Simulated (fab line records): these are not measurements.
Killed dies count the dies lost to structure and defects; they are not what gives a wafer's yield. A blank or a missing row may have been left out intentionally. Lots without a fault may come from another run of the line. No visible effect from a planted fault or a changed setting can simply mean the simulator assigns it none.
Commonality check across tools ; flow n5 finfet ; 27 wafers sampled across 9 lots

== THE REASON FOR OPENING IT ==
On 3 of the 9 lots, a flag is raised at N5_DUMMY_GATE_INSPECT_27 on the reading raw defect count. No-fault wafers: 297, standard deviation 69.
Rule: a lot gets a flag if all its wafers with a number sit over 4 standard deviations from that mean, or if no wafer of it has a number. All remaining lots are regarded as sound.

lot;measured;on;raw defect count, wafer by wafer;flag
L478;day 3 04:03;defect inspect-02;330 344 320;
L487;day 5 11:32;defect inspect-01;278 358 328;
L488;day 5 21:07;defect inspect-02;269 256 259;
L493;day 7 01:00;defect inspect-02;273 331 310;
L495;day 7 14:21;defect inspect-01;347 354 304;
L496;day 7 20:09;defect inspect-01;1839 1704 1700;FLAGGED
L497;day 7 23:53;defect inspect-01;1630 1591 1678;FLAGGED
L498;day 8 07:18;defect inspect-01;1771 1574 1759;FLAGGED
L500;day 8 21:59;defect inspect-02;309 302 237;
On average the flagged lots' numbers are 1694, which is +1397 against the usual, or +20 standard deviations.

== TOOL THAT RAN EACH LOT ==
Before the reading, the record contains 3 process steps out of a 1938-step route. Each cell gives the tool, then ch followed by the chambers the sampled wafers passed through, then the start.
lot;flag;N5_DUMMY_GATE_DESCUM_20;N5_DUMMY_GATE_ETCH_31;N5_DUMMY_GATE_PRECLEAN_25
L478;;rie diel-06 ch 0,2,3, day 3 02:53;rie diel-01 ch 1,2,3, day 3 03:19;wet bench-06 ch 1,2,3, day 3 03:57
L487;;rie diel-06 ch 0,1,3, day 5 10:21;rie diel-06 ch 1,3, day 5 10:46;wet bench-02 ch 3,5,6, day 5 11:27
L488;;rie diel-01 ch 0,2,3, day 5 19:46;rie diel-02 ch 1,2, day 5 20:22;wet bench-02 ch 1,4,5, day 5 21:00
L493;;rie diel-01 ch 1,2, day 6 23:07;rie diel-06 ch 2,3, day 7 00:13;wet bench-02 ch 5,6,7, day 7 00:54
L495;;rie diel-02 ch 0,2, day 7 12:55;rie diel-06 ch 0,1,2, day 7 13:28;wet bench-06 ch 0,1,3, day 7 14:15
L496;FLAGGED;rie diel-06 ch 0,1,2, day 7 18:59;rie diel-02 ch 1,3, day 7 19:25;wet bench-02 ch 4,5,6, day 7 20:03
L497;FLAGGED;rie diel-02 ch 0,1, day 7 22:06;rie diel-02 ch 1,3, day 7 22:53;wet bench-02 ch 1,3,4, day 7 23:47
L498;FLAGGED;rie diel-02 ch 0,1,3, day 8 06:08;rie diel-06 ch 1,2,3, day 8 06:34;wet bench-02 ch 0,1,3, day 8 07:11
L500;;rie diel-01 ch 0,1,3, day 8 20:50;rie diel-02 ch 0,1,2, day 8 21:16;wet bench-06 ch 1,3,6, day 8 21:53
These steps, and what they do:
- N5_DUMMY_GATE_DESCUM_20: chemistry O2, time 6.2 s.
- N5_DUMMY_GATE_ETCH_31: etches SiO2 in C4F6/O2, target depth 82.5 nm, time 27.5 s.
- N5_DUMMY_GATE_PRECLEAN_25: cleans in O3/DIW, time 45 s.
- N5_DUMMY_GATE_INSPECT_27: inspects for defects (brightfield).

== FLAGGED AGAINST TOTAL, ONE TOOL AT A TIME (gauges that did the reading follow at the end) ==
step;tool;lots run;flagged;share of the flagged lots;sound lots run after its first flagged lot
N5_DUMMY_GATE_DESCUM_20;rie diel-01;3;0;none;-
N5_DUMMY_GATE_DESCUM_20;rie diel-02;3;2;some;0
N5_DUMMY_GATE_DESCUM_20;rie diel-06;3;1;some;0
N5_DUMMY_GATE_ETCH_31;rie diel-01;1;0;none;-
N5_DUMMY_GATE_ETCH_31;rie diel-02;4;2;some;1 (L500)
N5_DUMMY_GATE_ETCH_31;rie diel-06;4;1;some;0
N5_DUMMY_GATE_PRECLEAN_25;wet bench-02;6;3;all;0
N5_DUMMY_GATE_PRECLEAN_25;wet bench-06;3;0;none;-
N5_DUMMY_GATE_INSPECT_27;defect inspect-01;5;3;all;0
N5_DUMMY_GATE_INSPECT_27;defect inspect-02;4;0;none;-

== THE TABLE: WHAT IT ALLOWS ==
In 2 table rows, all flagged lots were run: wet bench-02 (N5_DUMMY_GATE_PRECLEAN_25), defect inspect-01 (N5_DUMMY_GATE_INSPECT_27).
- wet bench-02 at N5_DUMMY_GATE_PRECLEAN_25 ran 6 lots, 3 of them flagged. Last sound lot L493 at day 7 00:54, first flagged lot L496 at day 7 20:03; a fault beginning in between fits.
- defect inspect-01 at N5_DUMMY_GATE_INSPECT_27 ran 5 lots, 3 of them flagged. Last sound lot L495 at day 7 14:21, first flagged lot L496 at day 7 20:09; a fault beginning in between fits.
Counting lots can't tell these 2 tools apart, because each fits a fault that began at some hour. More lots, or a look at what each step does to the wafer, might.

== WHAT THE SIMULATOR HAD INSERTED ==
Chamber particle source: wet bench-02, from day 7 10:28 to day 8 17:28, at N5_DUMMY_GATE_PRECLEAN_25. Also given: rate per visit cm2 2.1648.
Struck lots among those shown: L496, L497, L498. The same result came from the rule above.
